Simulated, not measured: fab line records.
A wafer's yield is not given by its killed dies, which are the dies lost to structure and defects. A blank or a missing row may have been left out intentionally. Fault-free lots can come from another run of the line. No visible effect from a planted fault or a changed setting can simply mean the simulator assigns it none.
Matching of chambers -- flow n5_finfet -- N5_BEOL_M14_ETCH_67 on rie_diel-01: 4 sister chambers
The step etches SiARC in CF4, target depth 143 nm, time 238.3 s. 14 wafers are shown with their chamber, then 7 later ones without.

EACH WAFER AND ITS CHAMBER
wafer,chamber,showerhead_plenum_p_Torr (Torr),throttle_valve_pct (%),etch_rf_on_time_s (s)
L076.2,3,2.10,15.51,255
L076.5,0,2.23,15.61,241
L076.6,1,2.10,15.54,237
L077.2,0,2.23,15.61,239
L077.3,3,2.10,15.53,254
L077.6,3,2.10,15.54,251
L079.2,3,2.10,15.53,250
L079.3,0,2.23,15.65,237
L079.4,0,2.23,15.63,238
L082.1,0,2.23,15.67,241
L082.3,1,2.09,15.58,236
L082.6,2,2.10,15.18,233
L089.1,2,2.10,15.22,234
L089.2,0,2.22,15.68,241

SIGNATURES (means of the wafers above)
reading,chamber 0,chamber 1,chamber 2,chamber 3,scatter within a chamber
showerhead_plenum_p_Torr,2.2283,2.0950,2.1000,2.1000,0.00365
throttle_valve_pct,15.6417,15.5600,15.2000,15.5275,0.0256
etch_rf_on_time_s,239.50,236.50,233.50,252.50,1.83
Rule: a wafer lies at a distance from a chamber equal to the root of the sum of squares, over the readings, of (its reading less the chamber's mean, divided by the reading's scatter). The wafer belongs to the nearest chamber; if the next one is less than 2 further off, it can't be placed. The scatter: the root of (the sum of the squares of (reading less its chamber's mean) over the shown wafers, divided by (wafers less chambers)).

WAFERS MISSING THEIR CHAMBER
wafer,showerhead_plenum_p_Torr (Torr),throttle_valve_pct (%),etch_rf_on_time_s (s)
L089.5,2.10,15.10,245
L088.1,2.09,15.61,239
L088.5,2.22,15.70,243
L088.6,2.09,15.60,241
L095.1,2.09,15.13,244
L095.3,2.22,15.71,246
L095.6,2.22,15.73,241

EACH ONE'S CHAMBER
wafer,from the rows above,in truth
L089.5,2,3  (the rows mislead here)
L088.1,1,1
L088.5,0,0
L088.6,1,1
L095.1,2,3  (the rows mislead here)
L095.3,0,0
L095.6,0,0
Placed correctly: 5 of 7. From these rows, 0 cannot be placed. Placed wrongly: 2.
